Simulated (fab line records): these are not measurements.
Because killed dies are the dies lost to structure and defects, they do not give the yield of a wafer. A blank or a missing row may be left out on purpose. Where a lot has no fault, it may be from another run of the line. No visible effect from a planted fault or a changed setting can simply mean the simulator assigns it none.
Chamber matching / flow n5_finfet / N5_BEOL_M7_DESCUM_16 on rie_diel-06 has 4 sister chambers
The step chemistry O2, time 7.9 s. 18 wafers are shown with their chamber, then 9 later ones without.

## EACH WAFER AND ITS CHAMBER
wafer=L075.1; chamber=1; showerhead_plenum_p_Torr (Torr)=1.99; throttle_valve_pct (%)=20.32; drypump_motor_current_A (A)=5.6
wafer=L075.2; chamber=3; showerhead_plenum_p_Torr (Torr)=2.02; throttle_valve_pct (%)=20.97; drypump_motor_current_A (A)=5.4
wafer=L075.6; chamber=3; showerhead_plenum_p_Torr (Torr)=2.02; throttle_valve_pct (%)=20.95; drypump_motor_current_A (A)=5.4
wafer=L077.4; chamber=2; showerhead_plenum_p_Torr (Torr)=2.16; throttle_valve_pct (%)=20.53; drypump_motor_current_A (A)=5.2
wafer=L077.5; chamber=3; showerhead_plenum_p_Torr (Torr)=2.01; throttle_valve_pct (%)=20.96; drypump_motor_current_A (A)=5.4
wafer=L077.6; chamber=0; showerhead_plenum_p_Torr (Torr)=2.06; throttle_valve_pct (%)=20.30; drypump_motor_current_A (A)=4.9
wafer=L082.1; chamber=3; showerhead_plenum_p_Torr (Torr)=2.01; throttle_valve_pct (%)=20.98; drypump_motor_current_A (A)=5.4
wafer=L082.3; chamber=1; showerhead_plenum_p_Torr (Torr)=1.98; throttle_valve_pct (%)=20.37; drypump_motor_current_A (A)=5.7
wafer=L082.4; chamber=2; showerhead_plenum_p_Torr (Torr)=2.16; throttle_valve_pct (%)=20.53; drypump_motor_current_A (A)=5.2
wafer=L083.2; chamber=2; showerhead_plenum_p_Torr (Torr)=2.16; throttle_valve_pct (%)=20.55; drypump_motor_current_A (A)=5.2
wafer=L083.3; chamber=1; showerhead_plenum_p_Torr (Torr)=1.98; throttle_valve_pct (%)=20.38; drypump_motor_current_A (A)=5.7
wafer=L083.6; chamber=2; showerhead_plenum_p_Torr (Torr)=2.16; throttle_valve_pct (%)=20.54; drypump_motor_current_A (A)=5.2
wafer=L084.1; chamber=2; showerhead_plenum_p_Torr (Torr)=2.16; throttle_valve_pct (%)=20.55; drypump_motor_current_A (A)=5.2
wafer=L084.3; chamber=0; showerhead_plenum_p_Torr (Torr)=2.05; throttle_valve_pct (%)=20.34; drypump_motor_current_A (A)=4.9
wafer=L084.4; chamber=3; showerhead_plenum_p_Torr (Torr)=2.01; throttle_valve_pct (%)=21.00; drypump_motor_current_A (A)=5.3
wafer=L086.2; chamber=1; showerhead_plenum_p_Torr (Torr)=1.98; throttle_valve_pct (%)=20.40; drypump_motor_current_A (A)=5.7
wafer=L086.4; chamber=0; showerhead_plenum_p_Torr (Torr)=2.05; throttle_valve_pct (%)=20.34; drypump_motor_current_A (A)=4.9
wafer=L086.5; chamber=3; showerhead_plenum_p_Torr (Torr)=2.01; throttle_valve_pct (%)=20.99; drypump_motor_current_A (A)=5.3

SIGNATURES (means of the wafers above)
reading=showerhead_plenum_p_Torr; chamber 0=2.0533; chamber 1=1.9825; chamber 2=2.1600; chamber 3=2.0133; scatter within a chamber=0.00443
reading=throttle_valve_pct; chamber 0=20.3267; chamber 1=20.3675; chamber 2=20.5400; chamber 3=20.9750; scatter within a chamber=0.0219
reading=drypump_motor_current_A; chamber 0=4.900; chamber 1=5.675; chamber 2=5.200; chamber 3=5.367; scatter within a chamber=0.0386
Rule: a wafer lies at a distance from a chamber equal to the root of the sum of squares, over the readings, of (its reading less the chamber's mean, divided by the reading's scatter). The wafer belongs to the nearest chamber; if the next one is less than 2 further off, it can't be placed. The scatter is the square root of a quotient: the sum, over the shown wafers, of each reading's squared deviation from its chamber's mean, divided by wafers minus chambers.

## WAFERS WITHOUT THEIR CHAMBER
wafer=L089.2; showerhead_plenum_p_Torr (Torr)=1.97; throttle_valve_pct (%)=20.41; drypump_motor_current_A (A)=5.6
wafer=L089.3; showerhead_plenum_p_Torr (Torr)=2.05; throttle_valve_pct (%)=20.34; drypump_motor_current_A (A)=4.9
wafer=L089.5; showerhead_plenum_p_Torr (Torr)=2.05; throttle_valve_pct (%)=20.34; drypump_motor_current_A (A)=4.9
wafer=L090.2; showerhead_plenum_p_Torr (Torr)=2.00; throttle_valve_pct (%)=21.01; drypump_motor_current_A (A)=5.3
wafer=L090.4; showerhead_plenum_p_Torr (Torr)=1.97; throttle_valve_pct (%)=20.40; drypump_motor_current_A (A)=5.7
wafer=L090.6; showerhead_plenum_p_Torr (Torr)=2.05; throttle_valve_pct (%)=20.33; drypump_motor_current_A (A)=4.9
wafer=L093.2; showerhead_plenum_p_Torr (Torr)=2.24; throttle_valve_pct (%)=19.98; drypump_motor_current_A (A)=5.6
wafer=L093.4; showerhead_plenum_p_Torr (Torr)=2.04; throttle_valve_pct (%)=20.35; drypump_motor_current_A (A)=4.9
wafer=L093.6; showerhead_plenum_p_Torr (Torr)=2.15; throttle_valve_pct (%)=20.19; drypump_motor_current_A (A)=5.2

## EACH ONE'S CHAMBER
wafer=L089.2; from the rows above=1; in truth=1
wafer=L089.3; from the rows above=0; in truth=0
wafer=L089.5; from the rows above=0; in truth=0
wafer=L090.2; from the rows above=3; in truth=3
wafer=L090.4; from the rows above=1; in truth=1
wafer=L090.6; from the rows above=0; in truth=0
wafer=L093.2; from the rows above=2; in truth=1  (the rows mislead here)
wafer=L093.4; from the rows above=0; in truth=0
wafer=L093.6; from the rows above=2; in truth=2
Correct placement for 8 of the 9. Left unplaced by these rows: 0. Wrongly placed: 1.
